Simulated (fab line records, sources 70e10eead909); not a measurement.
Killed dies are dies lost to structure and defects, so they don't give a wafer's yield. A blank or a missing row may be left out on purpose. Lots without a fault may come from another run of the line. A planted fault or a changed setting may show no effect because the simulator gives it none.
Which tool did it? | flow nand_harc | 24 lots, 72 wafers sampled, at 6 steps of a route of 1159

WHAT THE GAUGES READ, wafer by wafer
The record holds no reading of a measuring or inspecting step that can be judged against a usual standard deviation.

WHICH TOOL RAN EACH LOT (tool, then ch and the chambers of the sampled wafers, then the start)
lot  | NHARC_A_STAIRCASE_STRIP_476        | NHARC_A_STAIRCASE_DEP_151       | NHARC_A_STAIRCASE_DEP_325       | NHARC_A_STAIRCASE_ETCHBACK_157     | NHARC_A_SGD_CUT_ETCH_15                       | NHARC_A_SLIT_DEP_00
L075 | rie_diel-01 ch 0,2,3, day 11 20:46 | pecvd-01 ch 0,1,2, day 12 09:25 | pecvd-04 ch 0,1,2, day 13 00:45 | rie_diel-01 ch 0,2,3, day 13 14:01 | rie_diel-06 ch 1,2,3, day 14 02:24 or earlier | acl_dep-03 ch 0, day 14 02:24
L074 | rie_diel-01 ch 1,3, day 12 01:44   | pecvd-04 ch 0,1,2, day 12 14:05 | pecvd-04 ch 0,1,2, day 13 04:14 | rie_diel-02 ch 2,3, day 13 14:17   | rie_diel-07 ch 0,1,3, day 14 02:08 or earlier | acl_dep-01 ch 0, day 14 02:08
L076 | rie_diel-02 ch 0,1, day 12 11:06   | pecvd-01 ch 0,1,2, day 12 23:16 | pecvd-01 ch 0,1, day 13 14:06   | rie_diel-04 ch 1,2,3, day 14 03:08 | rie_diel-07 ch 0,2,3, day 14 12:08 or earlier | acl_dep-03 ch 0, day 14 12:08
L077 | rie_diel-04 ch 1,2, day 12 16:37   | pecvd-01 ch 0,1,2, day 13 05:00 | pecvd-03 ch 0,1,2, day 13 20:07 | rie_diel-04 ch 0,1, day 14 08:03   | rie_diel-07 ch 2,3, day 14 17:57 or earlier   | acl_dep-02 ch 0, day 14 17:57
L078 | rie_diel-02 ch 0,2, day 12 23:46   | pecvd-01 ch 0,1,2, day 13 15:56 | pecvd-04 ch 1,2, day 14 08:05   | rie_diel-01 ch 0,2, day 14 21:22   | rie_diel-07 ch 0,3, day 15 07:51 or earlier   | acl_dep-01 ch 0, day 15 07:51
L080 | rie_diel-02 ch 0,1,2, day 13 13:20 | pecvd-04 ch 0,2, day 14 01:40   | pecvd-04 ch 0,2, day 14 17:39   | rie_diel-01 ch 2,3, day 15 06:28   | rie_diel-08 ch 0,3, day 15 16:06 or earlier   | acl_dep-01 ch 0, day 15 16:06
L079 | rie_diel-04 ch 0,1,3, day 13 14:22 | pecvd-01 ch 0,1,2, day 14 01:29 | pecvd-03 ch 0,1,2, day 14 17:44 | rie_diel-01 ch 0,1,3, day 15 06:17 | rie_diel-07 ch 0,1,2, day 15 17:05 or earlier | acl_dep-03 ch 0, day 15 17:05
L082 | rie_diel-02 ch 1,2, day 14 04:59   | pecvd-04 ch 1,2, day 14 17:04   | pecvd-01 ch 1,2, day 15 07:22   | rie_diel-01 ch 1,3, day 15 19:31   | rie_diel-08 ch 0,1,3, day 16 04:10 or earlier | acl_dep-01 ch 0, day 16 04:10
L081 | rie_diel-02 ch 0,2,3, day 14 07:51 | pecvd-01 ch 0,2, day 14 17:04   | pecvd-04 ch 0,1,2, day 15 07:38 | rie_diel-02 ch 0,1, day 15 19:50   | rie_diel-08 ch 0,1, day 16 06:38 or earlier   | acl_dep-02 ch 0, day 16 06:38
L083 | rie_diel-04 ch 0,1,3, day 14 08:25 | pecvd-03 ch 1,2, day 14 17:16   | pecvd-03 ch 0,1, day 15 07:16   | rie_diel-04 ch 0,1,2, day 15 19:09 | rie_diel-06 ch 2,3, day 16 04:23 or earlier   | acl_dep-03 ch 0, day 16 04:23
L084 | rie_diel-02 ch 2,3, day 14 14:49   | pecvd-01 ch 0,1,2, day 15 03:33 | pecvd-04 ch 0,1, day 15 17:47   | rie_diel-02 ch 0,2, day 16 05:39   | rie_diel-06 ch 2,3, day 16 14:57 or earlier   | acl_dep-03 ch 0, day 16 14:57
L085 | rie_diel-01 ch 2,3, day 15 05:03   | pecvd-03 ch 1,2, day 15 18:44   | pecvd-04 ch 0,1, day 16 10:43   | rie_diel-04 ch 0,3, day 16 22:04   | rie_diel-06 ch 2,3, day 17 09:00 or earlier   | acl_dep-01 ch 0, day 17 09:00
L086 | rie_diel-01 ch 0,1,3, day 15 05:54 | pecvd-01 ch 0,1, day 15 18:31   | pecvd-03 ch 1,2, day 16 10:15   | rie_diel-02 ch 0,1,2, day 16 22:22 | rie_diel-06 ch 0,2,3, day 17 08:34 or earlier | acl_dep-02 ch 0, day 17 08:34
L087 | rie_diel-01 ch 1,2,3, day 15 08:11 | pecvd-04 ch 0,1,2, day 15 18:56 | pecvd-01 ch 0,1, day 16 10:20   | rie_diel-02 ch 0,2,3, day 16 22:13 | rie_diel-07 ch 0,2, day 17 10:06 or earlier   | acl_dep-03 ch 0, day 17 10:06
L088 | rie_diel-04 ch 0,1,2, day 15 16:52 | pecvd-03 ch 0,1, day 16 17:21   | pecvd-01 ch 0,2, day 17 07:32   | rie_diel-02 ch 0,2,3, day 17 20:29 | rie_diel-06 ch 0,1,3, day 18 08:43 or earlier | acl_dep-01 ch 0, day 18 08:43
L089 | rie_diel-04 ch 1,3, day 15 17:35   | pecvd-01 ch 1,2, day 16 16:38   | pecvd-04 ch 0,2, day 17 07:45   | rie_diel-02 ch 0,2, day 17 20:19   | rie_diel-06 ch 0,3, day 18 08:48 or earlier   | acl_dep-02 ch 0, day 18 08:48
L091 | rie_diel-01 ch 0,2, day 15 22:14   | pecvd-03 ch 0,1,2, day 16 16:53 | pecvd-03 ch 0,2, day 17 08:16   | rie_diel-04 ch 0,2,3, day 17 21:58 | rie_diel-08 ch 0,1,2, day 18 11:07 or earlier | acl_dep-02 ch 0, day 18 11:07
L090 | rie_diel-01 ch 1,2, day 16 01:03   | pecvd-01 ch 0,2, day 16 17:07   | pecvd-03 ch 0,2, day 17 07:47   | rie_diel-01 ch 0,1, day 17 20:09   | rie_diel-08 ch 0,1,2, day 18 11:01 or earlier | acl_dep-01 ch 0, day 18 11:01
L092 | rie_diel-04 ch 0,3, day 16 17:21   | pecvd-03 ch 0,2, day 17 06:03   | pecvd-03 ch 0,1,2, day 17 20:08 | rie_diel-04 ch 0,1, day 18 09:14   | rie_diel-08 ch 0,1,2, day 18 20:58 or earlier | acl_dep-01 ch 0, day 18 20:58
L093 | rie_diel-01 ch 0,1,3, day 16 19:44 | pecvd-04 ch 1,2, day 17 06:00   | pecvd-01 ch 0,2, day 17 20:02   | rie_diel-02 ch 1,2,3, day 18 09:07 | rie_diel-07 ch 0,2,3, day 18 21:04 or earlier | acl_dep-03 ch 0, day 18 21:04
L095 | rie_diel-02 ch 1,2,3, day 17 06:06 | pecvd-03 ch 0,2, day 17 18:21   | pecvd-01 ch 0, day 18 08:31     | rie_diel-04 ch 0,1,3, day 19 01:11 | rie_diel-07 ch 0,1,2, day 19 10:13 or earlier | acl_dep-01 ch 0, day 19 10:13
L094 | rie_diel-01 ch 1,2,3, day 17 07:17 | pecvd-04 ch 0,1,2, day 17 18:34 | pecvd-04 ch 0,1,2, day 18 08:46 | rie_diel-01 ch 0,2,3, day 19 00:49 | rie_diel-06 ch 0,1,3, day 19 10:19 or earlier | acl_dep-02 ch 0, day 19 10:19
L096 | rie_diel-04 ch 0,1,3, day 17 09:01 | pecvd-01 ch 0,2, day 17 18:24   | pecvd-03 ch 1,2, day 18 08:28   | rie_diel-04 ch 0,1, day 19 00:38   | rie_diel-08 ch 0,2,3, day 19 09:39 or earlier | acl_dep-03 ch 0, day 19 09:39
L097 | rie_diel-04 ch 0,1,2, day 17 13:50 | pecvd-03 ch 0,1,2, day 18 02:02 | pecvd-01 ch 0,2, day 19 02:11   | rie_diel-01 ch 0,2, day 19 13:54   | rie_diel-07 ch 0,1, day 19 23:50 or earlier   | acl_dep-02 ch 0, day 19 23:50
- NHARC_A_STAIRCASE_STRIP_476: strips in O2, time 20 s.
- NHARC_A_STAIRCASE_DEP_151: deposits SiO2, target thk 3800 nm.
- NHARC_A_STAIRCASE_DEP_325: deposits SiO2, target thk 3800 nm.
- NHARC_A_STAIRCASE_ETCHBACK_157: etches the open film in CH3F/O2, target depth 90 nm, time 167.14 s.
- NHARC_A_SGD_CUT_ETCH_15: etches the open film in CH3F/O2, target depth 75 nm, time 64.3 s.
- NHARC_A_SLIT_DEP_00: deposits aC, target thk 3200 nm.

WHAT THE TOOLS THEMSELVES READ (means of the sampled wafers that have a number; where no wafer has one, the mark that the record gives instead)
NHARC_A_STAIRCASE_STRIP_476.
lot  | tool        | drypump_motor_current_A (A) | oes_product_au (a.u.) | rf_vpp_V (V) | showerhead_plenum_p_Torr (Torr) | throttle_valve_pct (%)
L075 | rie_diel-01 | 5.6                         | 1.001                 | 57.5         | 3.52                            | 17.036
L074 | rie_diel-01 | 5.2                         | 1.005                 | 57.4         | 3.64                            | 17.035
L076 | rie_diel-02 | 6.3                         | 0.995                 | 58.0         | 3.35                            | 17.028
L077 | rie_diel-04 | 5.7                         | 1.013                 | 58.1         | 3.54                            | 17.029
L078 | rie_diel-02 | 6.1                         | 0.983                 | 56.8         | 3.29                            | 17.041
L080 | rie_diel-02 | 6.1                         | 0.989                 | 57.7         | 3.31                            | 17.042
L079 | rie_diel-04 | 5.5                         | 0.996                 | 58.6         | 3.61                            | 17.035
L082 | rie_diel-02 | 6.1                         | 0.977                 | 57.9         | 3.33                            | 17.036
L081 | rie_diel-02 | 5.7                         | 0.989                 | 56.5         | 3.29                            | 17.041
L083 | rie_diel-04 | 5.5                         | 0.993                 | 58.5         | 3.61                            | 17.045
L084 | rie_diel-02 | 5.6                         | 0.983                 | 56.7         | 3.28                            | 17.044
L085 | rie_diel-01 | 5.4                         | 0.999                 | 57.2         | 3.41                            | 17.040
L086 | rie_diel-01 | 5.4                         | 0.993                 | 57.5         | 3.57                            | 17.037
L087 | rie_diel-01 | 5.5                         | 0.999                 | 57.5         | 3.56                            | 17.028
L088 | rie_diel-04 | 5.5                         | 1.006                 | 57.6         | 3.57                            | 17.045
L089 | rie_diel-04 | 5.8                         | 0.998                 | 57.0         | 3.56                            | 17.040
L091 | rie_diel-01 | 5.9                         | 1.004                 | 57.6         | 3.60                            | 17.043
L090 | rie_diel-01 | 5.9                         | 1.008                 | 58.0         | 3.64                            | 17.033
L092 | rie_diel-04 | 5.2                         | 0.995                 | 58.0         | 3.64                            | 17.035
L093 | rie_diel-01 | 5.4                         | 1.001                 | 58.3         | 3.56                            | 17.044
L095 | rie_diel-02 | 5.8                         | 1.008                 | 58.0         | 3.49                            | 17.033
L094 | rie_diel-01 | 5.5                         | 0.997                 | 57.9         | 3.55                            | 17.045
L096 | rie_diel-04 | 5.5                         | 0.993                 | 58.3         | 3.59                            | 17.035
L097 | rie_diel-04 | 5.5                         | 1.014                 | 57.2         | 3.56                            | 17.038

NHARC_A_STAIRCASE_DEP_151.
lot  | tool     | heater_power_outer_w (W) | heater_power_w (W)
L075 | pecvd-01 | 508                      | 833
L074 | pecvd-04 | 334                      | 591
L076 | pecvd-01 | 454                      | 759
L077 | pecvd-01 | 456                      | 765
L078 | pecvd-01 | 481                      | 794
L080 | pecvd-04 | 336                      | 556
L079 | pecvd-01 | 550                      | 877
L082 | pecvd-04 | 372                      | 650
L081 | pecvd-01 | 490                      | 844
L083 | pecvd-03 | 391                      | 630
L084 | pecvd-01 | 483                      | 799
L085 | pecvd-03 | 389                      | 641
L086 | pecvd-01 | 480                      | 797
L087 | pecvd-04 | 333                      | 566
L088 | pecvd-03 | 379                      | 692
L089 | pecvd-01 | 477                      | 741
L091 | pecvd-03 | 373                      | 646
L090 | pecvd-01 | 468                      | 775
L092 | pecvd-03 | 411                      | 674
L093 | pecvd-04 | 405                      | 681
L095 | pecvd-03 | 414                      | 653
L094 | pecvd-04 | 324                      | 563
L096 | pecvd-01 | 500                      | 857
L097 | pecvd-03 | 396                      | 665

NHARC_A_STAIRCASE_DEP_325.
lot  | tool     | heater_power_outer_w (W) | heater_power_w (W)
L075 | pecvd-04 | 374                      | 643
L074 | pecvd-04 | 345                      | 599
L076 | pecvd-01 | 443                      | 741
L077 | pecvd-03 | 384                      | 659
L078 | pecvd-04 | 366                      | 639
L080 | pecvd-04 | 312                      | 552
L079 | pecvd-03 | 441                      | 734
L082 | pecvd-01 | 501                      | 776
L081 | pecvd-04 | 349                      | 583
L083 | pecvd-03 | 375                      | 702
L084 | pecvd-04 | 391                      | 651
L085 | pecvd-04 | 375                      | 629
L086 | pecvd-03 | 396                      | 684
L087 | pecvd-01 | 459                      | 771
L088 | pecvd-01 | 506                      | 810
L089 | pecvd-04 | 305                      | 526
L091 | pecvd-03 | 393                      | 639
L090 | pecvd-03 | 361                      | 616
L092 | pecvd-03 | 378                      | 657
L093 | pecvd-01 | 496                      | 840
L095 | pecvd-01 | 478                      | 873
L094 | pecvd-04 | 324                      | 562
L096 | pecvd-03 | 360                      | 630
L097 | pecvd-01 | 447                      | 781

NHARC_A_STAIRCASE_ETCHBACK_157.
lot  | tool        | drypump_motor_current_A (A) | oes_product_au (a.u.) | rf_vpp_V (V) | showerhead_plenum_p_Torr (Torr) | throttle_valve_pct (%)
L075 | rie_diel-01 | 5.6                         | 0.93                  | 244.6        | 2.45                            | 20.655
L074 | rie_diel-02 | 5.4                         | 0.94                  | 241.4        | 2.30                            | 20.659
L076 | rie_diel-04 | 5.7                         | 1.00                  | 244.9        | 2.46                            | 20.662
L077 | rie_diel-04 | 5.3                         | 1.00                  | 245.7        | 2.55                            | 20.668
L078 | rie_diel-01 | 5.9                         | 1.00                  | 245.4        | 2.51                            | 20.656
L080 | rie_diel-01 | 5.4                         | 0.99                  | 243.2        | 2.38                            | 20.664
L079 | rie_diel-01 | 5.4                         | 0.99                  | 244.8        | 2.49                            | 20.655
L082 | rie_diel-01 | 5.2                         | 0.99                  | 244.3        | 2.52                            | 20.653
L081 | rie_diel-02 | 6.2                         | 0.99                  | 242.2        | 2.30                            | 20.668
L083 | rie_diel-04 | 5.5                         | 1.01                  | 244.1        | 2.48                            | 20.654
L084 | rie_diel-02 | 5.9                         | 0.99                  | 245.7        | 2.53                            | 20.656
L085 | rie_diel-04 | 5.4                         | 0.91                  | 245.8        | 2.50                            | 20.659
L086 | rie_diel-02 | 6.1                         | 1.00                  | 243.4        | 2.42                            | 20.655
L087 | rie_diel-02 | 5.7                         | 1.00                  | 244.0        | 2.41                            | 20.666
L088 | rie_diel-02 | 5.7                         | 1.01                  | 243.1        | 2.41                            | 20.657
L089 | rie_diel-02 | 6.1                         | 1.00                  | 243.3        | 2.40                            | 20.670
L091 | rie_diel-04 | 5.3                         | 0.95                  | 244.9        | 2.48                            | 20.669
L090 | rie_diel-01 | 5.5                         | 0.92                  | 245.7        | 2.58                            | 20.655
L092 | rie_diel-04 | 5.3                         | 1.01                  | 246.2        | 2.53                            | 20.660
L093 | rie_diel-02 | 5.8                         | 0.95                  | 244.0        | 2.43                            | 20.657
L095 | rie_diel-04 | 5.5                         | 0.93                  | 244.3        | 2.50                            | 20.662
L094 | rie_diel-01 | 5.6                         | 0.92                  | 244.1        | 2.44                            | 20.660
L096 | rie_diel-04 | 5.6                         | 0.96                  | 244.7        | 2.50                            | 20.663
L097 | rie_diel-01 | 5.9                         | 0.91                  | 245.1        | 2.49                            | 20.666

NHARC_A_SGD_CUT_ETCH_15.
lot  | tool        | drypump_motor_current_A (A) | oes_product_au (a.u.) | rf_vpp_V (V) | showerhead_plenum_p_Torr (Torr) | throttle_valve_pct (%)
L075 | rie_diel-06 | 5.9                         | 0.956                 | 264.9        | 2.45                            | 20.662
L074 | rie_diel-07 | 5.9                         | 0.980                 | 264.8        | 2.51                            | 20.673
L076 | rie_diel-07 | 6.4                         | 0.956                 | 264.5        | 2.44                            | 20.661
L077 | rie_diel-07 | 6.3                         | 0.964                 | 262.2        | 2.37                            | 20.663
L078 | rie_diel-07 | 6.2                         | 0.928                 | 263.2        | 2.43                            | 20.676
L080 | rie_diel-08 | 5.6                         | 0.954                 | 263.6        | 2.45                            | 20.660
L079 | rie_diel-07 | 6.1                         | 0.981                 | 265.0        | 2.53                            | 20.663
L082 | rie_diel-08 | 5.5                         | 0.967                 | 262.8        | 2.40                            | 20.669
L081 | rie_diel-08 | 5.4                         | 0.965                 | 261.9        | 2.34                            | 20.662
L083 | rie_diel-06 | 5.6                         | 0.988                 | 265.2        | 2.55                            | 20.666
L084 | rie_diel-06 | 5.4                         | 0.960                 | 264.7        | 2.48                            | 20.665
L085 | rie_diel-06 | 5.4                         | 0.982                 | 264.5        | 2.48                            | 20.661
L086 | rie_diel-06 | 5.3                         | 0.974                 | 264.5        | 2.55                            | 20.661
L087 | rie_diel-07 | 6.5                         | 0.940                 | 264.7        | 2.51                            | 20.653
L088 | rie_diel-06 | 5.6                         | 0.946                 | 263.8        | 2.45                            | 20.664
L089 | rie_diel-06 | 5.0                         | 0.972                 | 264.4        | 2.48                            | 20.669
L091 | rie_diel-08 | 5.7                         | 0.927                 | 263.6        | 2.42                            | 20.666
L090 | rie_diel-08 | 5.7                         | 0.966                 | 263.1        | 2.42                            | 20.661
L092 | rie_diel-08 | 5.7                         | 0.970                 | 263.2        | 2.42                            | 20.658
L093 | rie_diel-07 | 6.4                         | 0.974                 | 263.6        | 2.44                            | 20.665
L095 | rie_diel-07 | 6.0                         | 0.983                 | 265.2        | 2.52                            | 20.664
L094 | rie_diel-06 | 5.5                         | 0.962                 | 264.0        | 2.45                            | 20.669
L096 | rie_diel-08 | 5.8                         | 0.950                 | 264.1        | 2.48                            | 20.663
L097 | rie_diel-07 | 5.5                         | 0.986                 | 265.7        | 2.59                            | 20.658

NHARC_A_SLIT_DEP_00.
lot  | tool       | throttle_valve_pct (%)
L075 | acl_dep-03 | 34.999
L074 | acl_dep-01 | 35.005
L076 | acl_dep-03 | 35.003
L077 | acl_dep-02 | 35.001
L078 | acl_dep-01 | 35.002
L080 | acl_dep-01 | 34.994
L079 | acl_dep-03 | 34.997
L082 | acl_dep-01 | 35.001
L081 | acl_dep-02 | 34.989
L083 | acl_dep-03 | 34.996
L084 | acl_dep-03 | 34.995
L085 | acl_dep-01 | 35.011
L086 | acl_dep-02 | 35.000
L087 | acl_dep-03 | 35.005
L088 | acl_dep-01 | 35.000
L089 | acl_dep-02 | 35.005
L091 | acl_dep-02 | 35.003
L090 | acl_dep-01 | 34.994
L092 | acl_dep-01 | 35.005
L093 | acl_dep-03 | 34.997
L095 | acl_dep-01 | 34.997
L094 | acl_dep-02 | 35.000
L096 | acl_dep-03 | 34.990
L097 | acl_dep-02 | 34.990

THE ANSWER, worked out from the rows above alone
Rule: what is usual is taken from the lots themselves. Put in order of their means at a reading, lots are off if they are a third of the lots or fewer, leave a main group of 4 or more, and stand apart from it by a gap of 3 or more times the standard deviation of the main group's means; of several such gaps the widest counts. A main group whose means are all the same, to the digits that the tables above print for the reading, isn't used. A lot without any number at a reading at which 4 lots or more have one is off too. The other lots that the step has rows for count as sound. The gauges are gone through in route order, then the tools' own readings, and for those a lot's mean is taken as printed above. The first step at which some lot is off is used, and at that step the reading that is off furthest; a lot without a number counts as furthest.
No lot is off at any reading shown: from this, nothing can be told.

WHAT THE SIMULATOR HAD PUT IN
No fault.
